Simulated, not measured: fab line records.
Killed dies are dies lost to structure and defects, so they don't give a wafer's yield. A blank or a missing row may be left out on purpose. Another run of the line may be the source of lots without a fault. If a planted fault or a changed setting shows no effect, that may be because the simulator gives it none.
Split-lot study	flow n5Finfet	7 lots, 21 wafers read, on a route of 1938 steps

## THE SPLIT
At N5_BEOL_M2_EXPOSE_25 (exposes mask V1, defocus 5 nm), the setting doseMj was moved away from the recipe's 63 on 6 of the 21 wafers read, by -6.7% to +4.1%. For the rest of the wafers, this setting stayed at what the recipe calls for.

## FROM THE SPLIT TO THE READING: what the file shows between them, 2 steps
- N5_BEOL_M2_PEB_26: peb time 60 s
- N5_BEOL_M2_DEVELOP_27: develop time 30 s

## THE READING
cdNm, in nm, at N5_BEOL_M2_CD_MEAS_28 (target cd 26.2 nm, target cd y 24.1 nm). A value of 26.16 nm with a standard deviation of 0.21 nm is what fault-free wafers of this fab line usually give.

wafer	tool, chamber at the split	doseMj as run	against the recipe	cdNm, nm	against lot-mates on the recipe
L074.1	euvScanner-01, 0	63	recipe	26.41	-
L074.3	euvScanner-01, 0	63	recipe	26.39	-
L074.6	euvScanner-01, 0	58.8	-6.7%	24.93	-1.47
L078.3	euvScanner-02, 0	60.63	-3.8%	25.61	-0.45
L078.4	euvScanner-02, 0	63	recipe	26.06	-
L078.6	euvScanner-02, 0	60.63	-3.8%	25.60	-0.46
L081.1	euvScanner-02, 0	63	recipe	26.01	-
L081.4	euvScanner-02, 0	63	recipe	26.11	-
L081.6	euvScanner-02, 0	63	recipe	26.11	-
L084.2	euvScanner-02, 0	63	recipe	26.05	-
L084.3	euvScanner-02, 0	63	recipe	26.14	-
L084.5	euvScanner-02, 0	63	recipe	26.09	-
L087.4	euvScanner-02, 0	63	recipe	25.95	-
L087.5	euvScanner-02, 0	63	recipe	26.44	-
L087.6	euvScanner-02, 0	63	recipe	26.05	-
L093.1	euvScanner-02, 0	65.58	+4.1%	26.93	+0.75
L093.2	euvScanner-02, 0	63	recipe	26.06	-
L093.6	euvScanner-02, 0	63	recipe	26.30	-
L092.3	euvScanner-02, 0	63	recipe	26.17	-
L092.5	euvScanner-02, 0	60.12	-4.6%	25.17	-1.00
L092.6	euvScanner-02, 0	60.12	-4.6%	25.10	-1.07

FIT RESULTS
A straight line over all 21 wafers: cdNm changes by +0.189 nm for each +1% of doseMj; r = +0.95; the points scatter about the line by 0.15 nm.
The same after taking each lot's own level away (the mean of its wafers on the recipe; 21 wafers): +0.197 nm for each +1%; r = +0.96; scatter 0.15 nm.
That fit puts the effect of the largest move of doseMj on the reading at 1.3 nm.
From 26.060 to 26.400 nm: that is the span of the lots' own levels, equal to 1.6 times the standard deviation above.
Consequently the slope shifts little with the lot-to-lot level, the two slopes agreeing.
Check: with one of the wafers moved furthest among these (-6.7%) left out of the fit, the line predicts -1.22 nm for it against its lot-mates. Against them it came out at -1.47 nm.

## THE OTHER SPLITS THESE WAFERS WENT THROUGH
Note: prior to the reading, these wafers also went through further splits. Each is held against what the fit with the lots' levels taken away leaves over:
other split on the same wafers	wafers away from the commonest value	r with cdNm (lot level and that fit taken away)
N5_SDB_EXPOSE_08 doseMj	7	+0.34
N5_HKMG_FIN_ALD_72 aldCycles	10	-0.26
N5_MOL_CONTACT_COAG_COAT_76 spinRpm	7	-0.16
N5_MOL_CONTACT_COAG_ALD_133 aldCycles	7	+0.20
N5_MOL_CONTACT_COAG_VIA_ETCH_117 biasW	5	+0.03
N5_BEOL_M0_SAQP_SPACER2_ALD_26 targetThkA	9	+0.25
N5_BEOL_M0_SAQP_COAT_87 tempC	7	+0.08
N5_BEOL_M1_DESCUM_33 timeS	7	-0.17
N5_BEOL_M1_ETCH_70 timeS	6	+0.25

## FILE'S OWN FIT
cdNm changes by +0.201 nm for each +1% of doseMj, r = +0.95.
